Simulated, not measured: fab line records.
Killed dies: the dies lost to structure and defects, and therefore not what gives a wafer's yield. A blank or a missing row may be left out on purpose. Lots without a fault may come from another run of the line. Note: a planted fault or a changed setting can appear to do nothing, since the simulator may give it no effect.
fab line records	flow n5-finfet
record lots=4	wafers=12	last-day=17
route steps=1938 shown SD_EPI_N@275 SD_EPI_P@295 BEOL_M4@1111 PASSIVATION@1936
lots that met no fault: from a run of the same line without faults
start-h: the number of hours between the record's first day and the start of the first shown wafer of the lot	wait-h: hours from the lot's prior step to this one	" unchanged from the row above	L1.1+2: one row covering several wafers at once	- no value present, or no start provided	* or withheld: withheld	< > ~ a bound
route shown NAME@n: NAME is a module with steps in the file, n the number in the route of the first one	usual: mean/standard deviation taken from wafers without a fault	same: alike in all rows	chamber/n: place in a boat	sites: each site's reading	_std_site: their standard deviation	_edge_site: mean of outer sites minus mean of inner sites	radius-mm: for every site, how far away it sits from the centre of the wafer	mask NAME#n: copy n	behind: the tool/chamber that last shaped the wafer	hold: the reason the lot was held/the length of the hold in hours/how it ended	device: transistor that didn't switch, given as n, p or np	end of line: tests of these same wafers at the route's end	a step given without rows: its recipe and nothing more	killed: dies lost to structure and defects at the first sort, not the wafer's yield	map: a wafer's dies, x killed, . not, _ none there
set.NAME: setting as actually run; set.NAME@STEP: the setting as run at that earlier step	model.NAME: the simulator's own value behind a step, which no gauge read
certain route steps with their lots: each step a table, each wafer a row
services: a tool's chamber out of use, with start hour (start-h, from the record's first day; less than 0 if before it), hours out, and reason
## steps
# step N5_SD_EPI_N_ETCH_35
# recipe chemistry=N2/H2	target=SOC	overetch-a=1080	mask-material=SiARC	temp-c=40	ion-energy-ev=100	source-w=3000	bias-w=133	pressure-mtorr=20	time-s=486	n2-flow-sccm=200	h2-flow-sccm=200
# step N5_SD_EPI_N_STRIP_36
# recipe chemistry=N2/H2	temp-c=40	n2-flow-sccm=200	h2-flow-sccm=200	rf-frequency-hz=6e+07
# step N5_SD_EPI_N_ETCHBACK_44
# recipe chemistry=CH3F/O2	mode=anisotropic-etchback	target=SiNx	target-depth-a=145	stop-on=SiO2	over-etch-frac=0.3	ion-energy-ev=120	pressure-mtorr=30	source-w=395	bias-w=73	Ar_flow_sccm=150	CH3F_flow_sccm=30	O2_flow_sccm=20
# step N5_SD_EPI_N_ETCH_45
# recipe chemistry=CH3F/O2	target=SiOCN	target-depth-a=60	mask-material=SOC	ion-energy-ev=60	bias-w=29	pressure-mtorr=15	source-w=410	Ar_flow_sccm=150	CH3F_flow_sccm=30	O2_flow_sccm=20
# step N5_SD_EPI_N_ETCH_16
# recipe chemistry=CHF3/O2	target=SiO2	target-depth-a=50	mask-material=SOC	pressure-mtorr=30	source-w=650	bias-w=170	Ar_flow_sccm=200	CHF3_flow_sccm=50	O2_flow_sccm=5	ion-energy-ev=200
# step N5_SD_EPI_N_STRIP_47
# recipe chemistry=CHF3/O2	resist=SiARC	rf-frequency-hz=6e+07
# step N5_SD_EPI_N_SD_RECESS_17
# recipe chemistry=HBr/Cl2/O2	target-depth-a=410	mask-material=SOC	time-s=23.7	bt-time-s=3	pressure-mtorr=10	icp-w=800	bias-w=112	HBr_flow_sccm=150	Cl2_flow_sccm=80	O2_flow_sccm=12
# step N5_SD_EPI_N_STRIP_38
# recipe chemistry=N2/H2	power-w=1000	temp-c=250	h2-frac=0.65	overash-fraction=0.3	pressure-mtorr=withheld	n2-flow-sccm=1750	h2-flow-sccm=3250
# step N5_SD_EPI_N_WET_ETCH_43
# recipe chemistry=dHF	dilution=withheld	time-s=14	target=SiO2	target-depth-a=15	temp-c=25
# step N5_SD_EPI_N_STRIP_18
# recipe chemistry=SPM	time-s=750	temp-c=130	h2so4-h2o2-vol-ratio=4
# step N5_SD_EPI_N_SRD_20
# recipe dry=ipa-marangoni	do-ppb=5	time-s=30	temp-c=23	rinse-liquid=diw
# step N5_SD_EPI_N_PRECLEAN_48
# recipe chemistry=NF3:NH3	afs-cycles=2	temp-c=30	time-s=20	sublimation-temp-c=180	sublimation-time-s=60	pressure-torr=3	rf-power-w=30
# step N5_SD_EPI_N_VAPOR_ETCH_50
# recipe chemistry=HCl	target=Si	temp-c=775	time-s=54	pressure-torr=20	mode=isotropic
# usual throttle-valve-pct=12.08/0.21
lot.wafer	tool	chamber	start-h	wait-h	throttle-valve-pct
L866.3	epi-rpcvd-02	0	68.34	0.2	12.12
L866.4	"	0	"	"	12.07
L866.5	"	0	"	"	12.38
L867.2	epi-rpcvd-04	0	74.69	0.3	12.29
L867.3	"	0	"	"	12.19
L867.5	"	0	"	"	12.17
L883.4	epi-rpcvd-02	0	169.44	0.2	12.14
L883.5	"	0	"	"	12.31
L883.6	"	0	"	"	12.21
L884.1	epi-rpcvd-02	0	177.60	0.3	12.18
L884.4	"	0	"	"	12.21
L884.5	"	0	"	"	12.12
# step N5_SD_EPI_N_EPI_21
# recipe material=Si:P	dopant=P	temp-c=680	pressure-torr=255	time-s=690
# step N5_SD_EPI_N_PRECLEAN_24
# recipe chemistry=O3/DIW	time-s=60	temp-c=22	o3-ppm=10
# step N5_SD_EPI_N_SRD_25
# recipe time-s=30	temp-c=23	rinse-liquid=diw	dry=ipa-marangoni
# step N5_SD_EPI_N_PRECLEAN_49
# recipe chemistry=NF3:NH3	afs-cycles=1	temp-c=30	time-s=20	sublimation-temp-c=180	sublimation-time-s=60	pressure-torr=3	rf-power-w=30
# step N5_SD_EPI_N_LINER_46
# recipe material=SiNx	target-thk-a=30	temp-c=400	ald-precursor-family=SiH2I2	ald-co-reactant=N2/H2-plasma	pressure-torr=2
# step N5_SD_EPI_P_COAT_34
# recipe resist=SOC	temp-c=250	time-s=60	spin-rpm=1500	resist-thk-nm=350
# step N5_SD_EPI_P_COAT_35
# recipe resist=SiARC	temp-c=220	time-s=60	spin-rpm=1500	resist-thk-nm=35
# step N5_SD_EPI_P_COAT_03
# recipe resist=CAR-ArF-block	spin-rpm=1500	resist-thk-nm=150
# step N5_SD_EPI_P_EBR_05
# recipe solvent=PGMEA	ebr-width-mm=1.5
# step N5_SD_EPI_P_SOFTBAKE_04
# recipe temp-c=110	time-s=60	resist=CAR-ArF-block
# step N5_SD_EPI_P_EXPOSE_06
# recipe mask-id=SD_P_BLK	na=1.35	source-shape=conventional	sigma-outer=0.8	polarization=unpolarized	target-cd-nm=240	dose-mj=39.5
# step N5_SD_EPI_P_PEB_07
# recipe peb-temp-c=110	peb-time-s=60	resist=CAR-ArF-block
# step N5_SD_EPI_P_DEVELOP_08
# recipe develop-time-s=30	developer=TMAH	resist=CAR-ArF-block	dev-temp-c=23	rinse-liquid=diw	dry=air-spin
# step N5_SD_EPI_P_DESCUM_14
# recipe chemistry=O2	time-s=7.9	source-power-w=50	bias-power-w=20	pressure-mtorr=20	rf-frequency-hz=2.712e+07	temp-c=40	resist=CAR-ArF-block	o2-flow-sccm=225
# step N5_SD_EPI_P_ETCH_36
# recipe chemistry=CF4	target=SiARC	target-depth-a=455	mask-material=CAR-ArF-block	time-s=75.8	ion-energy-ev=80	pressure-mtorr=40	source-w=545	bias-w=36	Ar_flow_sccm=100	cf4-flow-sccm=100	ends=cleared
# step N5_SD_EPI_P_ETCH_37
# recipe chemistry=N2/H2	target=SOC	overetch-a=1080	mask-material=SiARC	temp-c=40	ion-energy-ev=100	source-w=3000	bias-w=133	pressure-mtorr=20	time-s=486	n2-flow-sccm=200	h2-flow-sccm=200	ends=end-point
# step N5_SD_EPI_P_STRIP_38
# recipe chemistry=N2/H2	temp-c=40	n2-flow-sccm=200	h2-flow-sccm=200	rf-frequency-hz=6e+07
# step N5_SD_EPI_P_ETCHBACK_46
# recipe chemistry=CH3F/O2	mode=anisotropic-etchback	target=SiNx	target-depth-a=175	stop-on=SiO2	over-etch-frac=0.3	ion-energy-ev=120	pressure-mtorr=30	source-w=395	bias-w=73	Ar_flow_sccm=150	CH3F_flow_sccm=30	O2_flow_sccm=20
# step N5_SD_EPI_P_ETCH_47
# recipe chemistry=CH3F/O2	target=SiOCN	target-depth-a=250	mask-material=SOC	ion-energy-ev=60	bias-w=29	pressure-mtorr=30	source-w=410	Ar_flow_sccm=150	CH3F_flow_sccm=30	O2_flow_sccm=20
# step N5_SD_EPI_P_ETCH_16
# recipe chemistry=CHF3/O2	target=SiO2	target-depth-a=50	mask-material=SOC	pressure-mtorr=30	source-w=650	bias-w=170	Ar_flow_sccm=200	CHF3_flow_sccm=50	O2_flow_sccm=5	ion-energy-ev=200
# step N5_SD_EPI_P_STRIP_50
# recipe chemistry=CHF3/O2	resist=SiARC	rf-frequency-hz=6e+07
# step N5_SD_EPI_P_SD_RECESS_17
# recipe chemistry=HBr/Cl2/O2	target-depth-a=391	bt-time-s=3	pressure-mtorr=10	icp-w=800	bias-w=112	HBr_flow_sccm=150	Cl2_flow_sccm=80	O2_flow_sccm=12
# step N5_SD_EPI_P_WET_ETCH_45
# recipe chemistry=dHF	dilution=withheld	time-s=10.7	target=SiO2	target-depth-a=20	temp-c=25	dry=ipa-marangoni	rinse-time-s=30	rinse-temp-c=23
# step N5_SD_EPI_P_STRIP_40
# recipe chemistry=N2/H2	power-w=1000	temp-c=250	h2-frac=0.65	overash-fraction=0.3	pressure-mtorr=withheld	n2-flow-sccm=1750	h2-flow-sccm=3250
# step N5_BEOL_M4_RC_MEAS_101
# usual DIBL_N=36.4/1.5	DIBL_P=36.4/1.6	IOFF_N=0.164/0.025	IOFF_N_85C=3.2/0.39	IOFF_N_LIN=0.075/0.0096	IOFF_P=0.214/0.028	ION_N=675/9.9	ION_P=463/6.5	REXT_N=75.2/1.5	SS_N=71.5/0.5	SS_P=73.3/0.56	VT_N=249.2/2.7	VT_P=-250.1/2.8
lot.wafer	tool	chamber	start-h	wait-h	DIBL_N[mV/V]	DIBL_P[mV/V]	IOFF_N[nA/um]	IOFF_N_85C[nA/um]	IOFF_N_LIN[nA/um]	IOFF_P[nA/um]	ION_N[uA/um]	ION_P[uA/um]	REXT_N[ohm.um]	SS_N[mV/dec]	SS_P[mV/dec]	VT_N[mV]	VT_P[mV]
L866.3	prober-01	0	183.43	0.3	35.2	35.7	0.130	2.7	0.063	0.164	668	452	74.5	70.5	73.0	251.5	-254.6
L866.4	"	0	"	"	35.9	36.6	0.140	2.8	0.065	0.174	663	452	72.8	71.6	74.0	250.7	-256.3
L866.5	"	0	"	"	35.7	36.2	0.139	2.8	0.066	0.167	669	456	74.3	71.7	73.3	251.8	-257.6
L867.2	prober-01	0	189.64	0.2	35.8	36.5	0.174	3.3	0.082	0.231	678	470	75.8	72.1	73.4	246.9	-250.3
L867.3	"	0	"	"	35.8	36.3	0.167	3.3	0.079	0.224	679	462	75.1	71.1	73.7	248.5	-246.2
L867.5	"	0	"	"	36.4	36.6	0.171	3.3	0.080	0.215	675	463	75.8	72.0	73.9	249.4	-249.3
L883.4	prober-01	0	288.85	0.5	41.6	38.5	0.256	4.6	0.107	0.220	701	457	69.9	72.4	72.8	242.3	-249.5
L883.5	"	0	"	"	42.9	40.0	0.293	5.2	0.123	0.253	717	472	68.8	72.3	73.3	239.0	-247.3
L883.6	"	0	"	"	35.5	35.8	0.135	2.7	0.065	0.190	659	454	76.5	71.6	72.4	253.0	-248.5
L884.1	prober-02	0	291.48	0.0	35.6	35.2	0.155	3.0	0.069	0.181	667	458	73.5	72.2	73.3	249.0	-252.2
L884.4	"	0	"	"	39.2	35.7	0.239	4.4	0.099	0.185	712	469	67.8	72.4	72.5	243.2	-252.1
L884.5	"	0	"	"	38.2	32.8	0.202	3.8	0.082	0.148	692	453	67.5	72.5	72.8	244.6	-256.1
# step N5_PASSIVATION_PROBE_49
# usual defect-limited-yield=91.1/1.4	killed_at_M0_to_M3=35/8.7	killed_at_M4_up=14/5.3	killed-at-contacts=12/6.2	killed-at-front-end=41/12	killed-at-other=3.4/2.6	killed-dies=105/16	killed-open=67/13	killed-short=36/7.3	sort_bin_4_leakage=0/0	sort_bin_5_function=5.2/0.96	sort_bin_6_memory=3.3/0.6	sort-n-pass=1075/16	sort-yield-pct=91.1/1.4
# same gross-dies=1180	killed-at-back-side=0	sort_bin_8_speed[%]=0
lot.wafer	tool	chamber	start-h	wait-h	defect-limited-yield[%]	killed_at_M0_to_M3	killed_at_M4_up	killed-at-contacts	killed-at-front-end	killed-at-other	killed-dies	killed-open	killed-short	sort_bin_4_leakage[%]	sort_bin_5_function[%]	sort_bin_6_memory[%]	sort-n-pass	sort-yield-pct[%]
L866.3	prober-02	-	279.08	0.1	90.5	42	11	14	41	4	112	63	46	0	5.8	3.3	1068	90.5
L866.4	prober-02	-	279.13	0.2	90.8	15	23	16	51	4	109	76	30	0	5.4	3.4	1071	90.8
L866.5	prober-02	-	279.18	0.2	91.4	21	10	25	42	4	102	72	30	0	4.6	3.7	1078	91.4
L867.2	prober-02	-	281.37	0.1	89.4	37	12	15	60	1	125	82	41	0	6.4	3.9	1055	89.4
L867.3	prober-02	-	281.42	0.1	91.0	38	12	6	50	0	106	66	40	0	4.4	4.2	1074	91.0
L867.5	prober-02	-	281.52	0.2	89.2	46	10	3	63	5	127	72	53	0	6.9	3.2	1053	89.2
L883.4	prober-01	-	398.29	0.2	88.1	45	19	22	52	2	140	94	46	0	6.6	4.9	1040	88.1
L883.5	prober-01	-	398.34	0.2	90.7	34	22	14	29	11	110	68	41	0.34	5.9	3.0	1066	90.3
L884.1	prober-01	-	402.36	0.0	92.8	25	7	13	36	4	85	57	28	0	4.2	2.7	1095	92.8
L884.4	prober-01	-	402.51	0.2	91.1	37	12	12	43	1	105	74	30	0	4.6	3.8	1075	91.1
L884.5	prober-01	-	402.56	0.2	91.7	44	10	11	24	9	98	58	37	0	4.3	3.5	1082	91.7
# killed by level:class
L866.3 BEOL_M1:geometric-particle:open=11 BEOL_M0_SAQP:geometric-particle:short=10 STI_FIN_REVEAL:geometric-particle:open=9 BEOL_M3:geometric-particle:open=7 MOL_CONTACT_COAG:geometric-particle:open=7 MOL_CONTACT_COAG:geometric-particle:short=7 FIN_SAQP:geometric-particle:short=6 BEOL_M2:geometric-particle:open=5
L866.4 STI_FIN_REVEAL:geometric-particle:open=17 MOL_CONTACT_COAG:geometric-particle:open=15 BEOL_M3:geometric-particle:open=9 DUMMY_GATE:geometric-particle:open=8 STI_FIN_REVEAL:geometric-particle:short=6 BEOL_M4:geometric-particle:open=6 BEOL_M8:geometric-particle:open=5 FIN_SAQP:geometric-particle:short=4
L866.5 MOL_CONTACT_COAG:geometric-particle:open=20 FIN_SAQP:geometric-particle:open=12 FIN_SAQP:geometric-particle:short=12 BEOL_M2:geometric-particle:open=7 STI_FIN_REVEAL:geometric-particle:open=5 MOL_CONTACT_COAG:geometric-particle:short=5 BEOL_M0_SAQP:geometric-particle:short=4 BEOL_M4:geometric-particle:open=4
L867.2 FIN_SAQP:geometric-particle:open=19 FIN_SAQP:geometric-particle:short=12 MOL_CONTACT_COAG:geometric-particle:open=10 BEOL_M2:geometric-particle:open=10 BEOL_M0_SAQP:geometric-particle:short=7 BEOL_M0_SAQP:geometric-particle:open=7 STI_FIN_REVEAL:geometric-particle:open=6 GATE_CUT:geometric-particle:short=4
L867.3 FIN_SAQP:geometric-particle:open=15 FIN_SAQP:geometric-particle:short=13 BEOL_M0_SAQP:geometric-particle:short=12 BEOL_M3:geometric-particle:open=8 BEOL_M0_SAQP:geometric-particle:open=7 DUMMY_GATE:geometric-particle:open=5 STI_FIN_REVEAL:geometric-particle:open=4 GATE_CUT:geometric-particle:short=4
L867.5 FIN_SAQP:geometric-particle:short=24 FIN_SAQP:geometric-particle:open=18 BEOL_M0_SAQP:geometric-particle:open=15 BEOL_M0_SAQP:geometric-particle:short=12 STI_FIN_REVEAL:geometric-particle:open=7 BEOL_M3:geometric-particle:open=5 STARTING-WAFER:geometric-particle:open=4 BEOL_M0:geometric-particle:open=4
L883.4 BEOL_M0_SAQP:geometric-particle:open=20 MOL_CONTACT_COAG:geometric-particle:open=18 BEOL_M0_SAQP:geometric-particle:short=13 STI_FIN_REVEAL:geometric-particle:open=11 FIN_SAQP:geometric-particle:short=10 DUMMY_GATE:geometric-particle:open=7 FIN_SAQP:geometric-particle:open=6 BEOL_M3:geometric-particle:open=6
L883.5 BEOL_M0_SAQP:geometric-particle:short=13 MOL_CONTACT_COAG:geometric-particle:open=10 BEOL_M4:geometric-particle:open=10 BEOL_M0_SAQP:geometric-particle:open=9 DUMMY_GATE:geometric-particle:open=7 FIN_SAQP:geometric-particle:short=5 BEOL_M3:geometric-particle:open=5 ILD0:geometric-particle:open=4
L884.1 MOL_CONTACT_COAG:geometric-particle:open=10 FIN_SAQP:geometric-particle:open=9 BEOL_M0_SAQP:geometric-particle:open=8 STI_FIN_REVEAL:geometric-particle:open=7 STARTING-WAFER:geometric-particle:short=6 BEOL_M0_SAQP:geometric-particle:short=5 BEOL_M3:geometric-particle:open=4 BEOL_M1:geometric-particle:open=4
L884.4 MOL_CONTACT_COAG:geometric-particle:open=12 BEOL_M0_SAQP:geometric-particle:open=12 STI_FIN_REVEAL:geometric-particle:open=11 BEOL_M4:geometric-particle:open=9 GATE_CUT:geometric-particle:short=8 BEOL_M1:geometric-particle:open=7 BEOL_M0_SAQP:geometric-particle:short=7 BEOL_M3:geometric-particle:open=5
L884.5 BEOL_M0_SAQP:geometric-particle:short=14 BEOL_M2:geometric-particle:open=11 MOL_CONTACT_COAG:geometric-particle:open=9 BEOL_M0_SAQP:geometric-particle:open=9 BEOL_M3:geometric-particle:open=5 STI_FIN_REVEAL:geometric-particle:open=4 STARTING-WAFER:geometric-particle:short=4 STARTING-WAFER:geometric-particle:open=3
## services
tool	chamber	start-h	hours	kind
epi-rpcvd-02	-	48.63	0.5	repair
epi-rpcvd-04	-	149.76	0.6	repair
## key
first-sign step=N5_BEOL_M4_RC_MEAS_101	reading=REXT_N	direction=down	sigmas=4.4	usual=75.2	struck=68.5
effect step=N5_BEOL_M4_RC_MEAS_101	reading=IOFF_N_85C	direction=up	sigmas=3.4	usual=3.2	struck=4.5
effect step=N5_BEOL_M4_RC_MEAS_101	reading=IOFF_N	direction=up	sigmas=3.4	usual=0.164	struck=0.247
effect step=N5_BEOL_M4_RC_MEAS_101	reading=ION_N	direction=up	sigmas=3	usual=675	struck=705
effect step=N5_BEOL_M4_RC_MEAS_101	reading=IOFF_N_LIN	direction=up	sigmas=2.9	usual=0.075	struck=0.103
effect step=N5_BEOL_M4_RC_MEAS_101	reading=DIBL_N	direction=up	sigmas=2.8	usual=36.4	struck=40.5
effect step=N5_BEOL_M4_RC_MEAS_101	reading=VT_N	direction=down	sigmas=2.6	usual=249.2	struck=242.3
met-at N5_SD_EPI_N_VAPOR_ETCH_50
struck-wafers L883.4,L883.5,L884.4,L884.5
onset-between 68.34 169.44
fault kind=process-parameter-drift	tool=epi-rpcvd-02	chamber=-	onset-h=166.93	steps=N5_SD_EPI_N_VAPOR_ETCH_50	channel=time-s	offset=*	shape=step	end-h=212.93	scope=struck-wafers-only	acts-in=*	stated=*
